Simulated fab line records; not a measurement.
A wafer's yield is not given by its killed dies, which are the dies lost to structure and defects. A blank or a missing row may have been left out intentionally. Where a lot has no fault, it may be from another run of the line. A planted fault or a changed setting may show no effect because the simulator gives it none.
Comparing a struck lot with a sound one || flow n5 finfet || 41 steps out of a route of 1938
Sound: wafers L854.1, L854.3, L854.4. Wafers L865.4, L865.5, L865.6 were the ones struck. The cause comes at the end.
Per side, at each step with rows, come the tool, then ch with its chambers, and then its first start. Under that, the readings that differ: sound wafers || struck wafers || difference of the means || sigmas: that difference in standard deviations of wafers without a fault.
alike: readings with means less than 2 such deviations apart, plus words and numbers identical on both sides. not compared: withheld readings, readings lacking a value on some wafer, bounds such as >300 that could conceal the same value, and numbers that have no deviation in the record and whose values overlap.
The two part at a step that has a row with sigmas, a row that says differs or no value, or rows on one side only. Non-overlapping numbers with no deviation appear without sigmas and do not part them. A reading that every wafer of one side lacks parts them only if that side has two wafers or more.

first, 4 steps without rows for these wafers: N5_BEOL_M3_ANNEAL_82 (time 240 s); N5_BEOL_M3_SPUTTER_86 (material Cu, target thk 4.5 nm, time 8.29 s); N5_BEOL_M3_ANNEAL_87 (time 240 s); N5_BEOL_M3_SPUTTER_88 (material Cu, target thk 4.5 nm, time 8.29 s).
N5_BEOL_M3_ANNEAL_89: time 240 s.
  sound on pvd sputter-02, day 7 22:45; struck on pvd sputter-02, day 11 17:20
  alike: heater power w
then, 6 steps without rows for these wafers: N5_BEOL_M3_SPUTTER_90 (material Cu, target thk 4.5 nm, time 8.29 s); N5_BEOL_M3_ANNEAL_91 (time 240 s); N5_BEOL_M3_SPUTTER_92 (material Cu, target thk 4.5 nm, time 8.29 s); N5_BEOL_M3_ANNEAL_93 (time 240 s); N5_BEOL_M3_SPUTTER_94 (material Cu, target thk 4.5 nm, time 8.29 s); N5_BEOL_M3_ANNEAL_95 (time 240 s).
N5_BEOL_M3_SPUTTER_96: material Cu, target thk 4.5 nm, time 8.29 s.
  sound on pvd sputter-02, day 7 23:33; struck on pvd sputter-02, day 11 18:08
  alike: substrate temp c, throttle valve pct
N5_BEOL_M3_ECD_50: material Cu, target thk 300 nm.
  sound on ecd cu-01 ch 0,1, day 7 23:40; struck on ecd cu-01 ch 0,1, day 11 18:16
N5_BEOL_M3_ANNEAL_51: time 90 s.
  sound on rtp anneal-02 ch 0, day 7 23:45; struck on rtp anneal-01 ch 0, day 11 18:28
  alike: wafer_temp_C_max
then, 1 step without rows for these wafers: N5_BEOL_M3_CMP_52 (polishes, stops on SiOC, t overpolish 6.8 s, target thk 40 nm).
N5_BEOL_M3_THK_MEAS_53: measures by xrf.
  sound on film metro-01, day 8 00:20; struck on film metro-02, day 11 18:56
  alike: M3_THK
then, 4 steps without rows for these wafers: N5_BEOL_M3_PRE_CLEAN_60 (time 15 s); N5_BEOL_M3_CO_CAP_55 (material Co, precursor CCTBA/H2, target thk 2 nm, time 102.1 s); N5_BEOL_M3_PRE_CLEAN_56 (time 15 s); N5_BEOL_M3_DEP_57 (deposits SiCN from 3MS/NH3, target thk 8 nm, time 14 s).
N5_BEOL_M3_RS_MEAS_58: measures by four-point-probe.
  sound on film metro-02, day 8 00:36; struck on film metro-01, day 11 19:11
  alike: M3_RS
then, 1 step without rows for these wafers: N5_BEOL_M4_ILD_DEP_00 (deposits SiOC from DEMS/O2, target thk 79 nm, time 15.3 s).
N5_BEOL_M4_THK_MEAS_01:
  sound on film metro-02, day 8 00:44; struck on film metro-02, day 11 19:19
  alike: M4_ILD_THK
then, 1 step without rows for these wafers: N5_BEOL_M4_PECVD_72 (deposits SiO2 from TEOS/O2, target thk 16 nm, time 18 s).
N5_BEOL_M4_HM_DEP_02: deposits TiN, target thk 20 nm.
  sound on pvd sputter-01, day 8 00:49; struck on pvd sputter-01, day 11 19:48
  alike: substrate temp c, throttle valve pct
then, 9 steps without rows for these wafers: N5_BEOL_M4_COAT_61 (time 60 s, resist thk 60 nm); N5_BEOL_M4_COAT_62 (time 60 s, resist thk 12 nm); N5_BEOL_M4_COAT_73 (time 60 s, resist thk 5 nm); N5_BEOL_M4_COAT_05 (resist thk 30 nm); N5_BEOL_M4_EBR_07; N5_BEOL_M4_SOFTBAKE_06 (time 60 s); N5_BEOL_M4_EXPOSE_08 (exposes mask M4); N5_BEOL_M4_PEB_09 (peb time 60 s); N5_BEOL_M4_DEVELOP_10 (develop time 30 s).
N5_BEOL_M4_CD_MEAS_11: target cd 16.79 nm.
  sound on cd sem-02 ch 0, day 8 01:20; struck on cd sem-02 ch 0, day 11 20:12
  alike: cd nm
N5_BEOL_M4_OVL_MEAS_12:
  sound on overlay-02 ch 0, day 8 01:22; struck on overlay-02 ch 0, day 11 20:14
  alike: M4_OVL
then, 2 steps without rows for these wafers: N5_BEOL_M4_DESCUM_16 (chemistry O2, time 7 s); N5_BEOL_M4_ETCH_74 (etches underlayer in N2/H2, target depth 6.5 nm, time 5.2 s).
N5_BEOL_M4_ETCH_63: etches SiARC in CF4, target depth 15.6 nm, time 26 s.
  sound on rie diel-06 ch 2,3, day 8 01:32; struck on rie diel-04 ch 0,1,2, day 11 20:25
  alike: drypump motor current A, etch rf on time s, oes product au, rf vpp V, showerhead plenum p Torr, throttle valve pct
  not compared: rf hours counter h
then, 1 step without rows for these wafers: N5_BEOL_M4_ETCH_64 (etches SOC in N2/H2, target depth 75 nm, overetch 22.5 nm, time 121.9 s).
-- a jump in the record: the struck wafers' starts before and after are 5 days apart (it breaks off in module BEOL_M4 and resumes in module PASSIVATION, where the first step shown is number 1936 of the route) --
N5_PASSIVATION_PROBE_49:
  record: rows for the struck wafers here (prober-01, day 16 10:44), none for the sound ones

## WHERE THEY PART
At N5_PASSIVATION_PROBE_49 and nowhere else, as far as this record goes.

WHY: whatever the simulator had introduced
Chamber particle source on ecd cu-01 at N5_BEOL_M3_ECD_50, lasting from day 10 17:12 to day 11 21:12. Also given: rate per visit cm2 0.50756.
